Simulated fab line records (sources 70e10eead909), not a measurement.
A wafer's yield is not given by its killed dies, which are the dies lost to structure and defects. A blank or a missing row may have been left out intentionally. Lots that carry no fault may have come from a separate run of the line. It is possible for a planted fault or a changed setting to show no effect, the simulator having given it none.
Matching of chambers / flow nand_harc / 4 sister chambers for NHARC_A_STAIRCASE_ETCH_292 on rie_diel-01
The step etches the open film in CF4/CHF3. 14 wafers are shown with their chamber, then 7 later ones without.

## WAFERS PAIRED WITH THEIR CHAMBERS
wafer=L077.1; chamber=2; showerhead_plenum_p_Torr (Torr)=1.55; bias_w (W)=201.6; rf_vpp_V (V)=369.2
wafer=L077.2; chamber=0; showerhead_plenum_p_Torr (Torr)=1.48; bias_w (W)=199.3; rf_vpp_V (V)=367.1
wafer=L077.3; chamber=1; showerhead_plenum_p_Torr (Torr)=1.56; bias_w (W)=199.5; rf_vpp_V (V)=372.2
wafer=L080.1; chamber=1; showerhead_plenum_p_Torr (Torr)=1.56; bias_w (W)=199.7; rf_vpp_V (V)=369.6
wafer=L080.2; chamber=0; showerhead_plenum_p_Torr (Torr)=1.48; bias_w (W)=199.3; rf_vpp_V (V)=367.9
wafer=L080.5; chamber=0; showerhead_plenum_p_Torr (Torr)=1.48; bias_w (W)=199.3; rf_vpp_V (V)=368.0
wafer=L079.2; chamber=1; showerhead_plenum_p_Torr (Torr)=1.56; bias_w (W)=199.1; rf_vpp_V (V)=369.7
wafer=L079.4; chamber=3; showerhead_plenum_p_Torr (Torr)=1.55; bias_w (W)=200.2; rf_vpp_V (V)=370.9
wafer=L079.5; chamber=1; showerhead_plenum_p_Torr (Torr)=1.56; bias_w (W)=198.9; rf_vpp_V (V)=370.2
wafer=L086.2; chamber=3; showerhead_plenum_p_Torr (Torr)=1.55; bias_w (W)=199.5; rf_vpp_V (V)=369.8
wafer=L086.3; chamber=1; showerhead_plenum_p_Torr (Torr)=1.56; bias_w (W)=200.2; rf_vpp_V (V)=370.0
wafer=L086.5; chamber=0; showerhead_plenum_p_Torr (Torr)=1.48; bias_w (W)=200.2; rf_vpp_V (V)=368.4
wafer=L091.1; chamber=0; showerhead_plenum_p_Torr (Torr)=1.47; bias_w (W)=200.3; rf_vpp_V (V)=367.4
wafer=L091.4; chamber=3; showerhead_plenum_p_Torr (Torr)=1.55; bias_w (W)=199.3; rf_vpp_V (V)=371.1

SIGNATURES (means of the wafers above)
reading=showerhead_plenum_p_Torr; chamber 0=1.4780; chamber 1=1.5600; chamber 2=1.5500; chamber 3=1.5500; scatter within a chamber=0.00283
reading=bias_w; chamber 0=199.680; chamber 1=199.480; chamber 2=201.600; chamber 3=199.667; scatter within a chamber=0.508
reading=rf_vpp_V; chamber 0=367.760; chamber 1=370.340; chamber 2=369.200; chamber 3=370.600; scatter within a chamber=0.811
Rule: distance of a wafer from a chamber = root of the sum over the readings of ((wafer's reading minus chamber's mean) / reading's scatter) squared. The wafer belongs to the nearest chamber; if the next one is less than 2 further off, it can't be placed. The scatter: the root of (the sum of the squares of (reading less its chamber's mean) over the shown wafers, divided by (wafers less chambers)).

## WAFERS WITHOUT THEIR CHAMBER
wafer=L091.5; showerhead_plenum_p_Torr (Torr)=1.54; bias_w (W)=200.4; rf_vpp_V (V)=369.5
wafer=L092.1; showerhead_plenum_p_Torr (Torr)=1.55; bias_w (W)=199.8; rf_vpp_V (V)=369.1
wafer=L092.3; showerhead_plenum_p_Torr (Torr)=1.55; bias_w (W)=200.8; rf_vpp_V (V)=368.5
wafer=L092.5; showerhead_plenum_p_Torr (Torr)=1.54; bias_w (W)=200.4; rf_vpp_V (V)=368.0
wafer=L095.3; showerhead_plenum_p_Torr (Torr)=1.47; bias_w (W)=200.0; rf_vpp_V (V)=367.8
wafer=L095.5; showerhead_plenum_p_Torr (Torr)=1.53; bias_w (W)=200.7; rf_vpp_V (V)=369.4
wafer=L095.6; showerhead_plenum_p_Torr (Torr)=1.54; bias_w (W)=200.8; rf_vpp_V (V)=371.1

## EACH ONE'S CHAMBER
wafer=L091.5; from the rows above=can't be placed: 3 or 2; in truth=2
wafer=L092.1; from the rows above=can't be placed: 3 or 2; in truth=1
wafer=L092.3; from the rows above=can't be placed: 2 or 3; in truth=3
wafer=L092.5; from the rows above=can't be placed: 2 or 3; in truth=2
wafer=L095.3; from the rows above=0; in truth=0
wafer=L095.5; from the rows above=can't be placed: 2 or 3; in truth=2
wafer=L095.6; from the rows above=can't be placed: 3 or 2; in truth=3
Correctly placed: 1 of 7. Cannot be placed on the basis of these rows: 6; the candidates contain the true chamber in 5. Placed wrongly: 0.
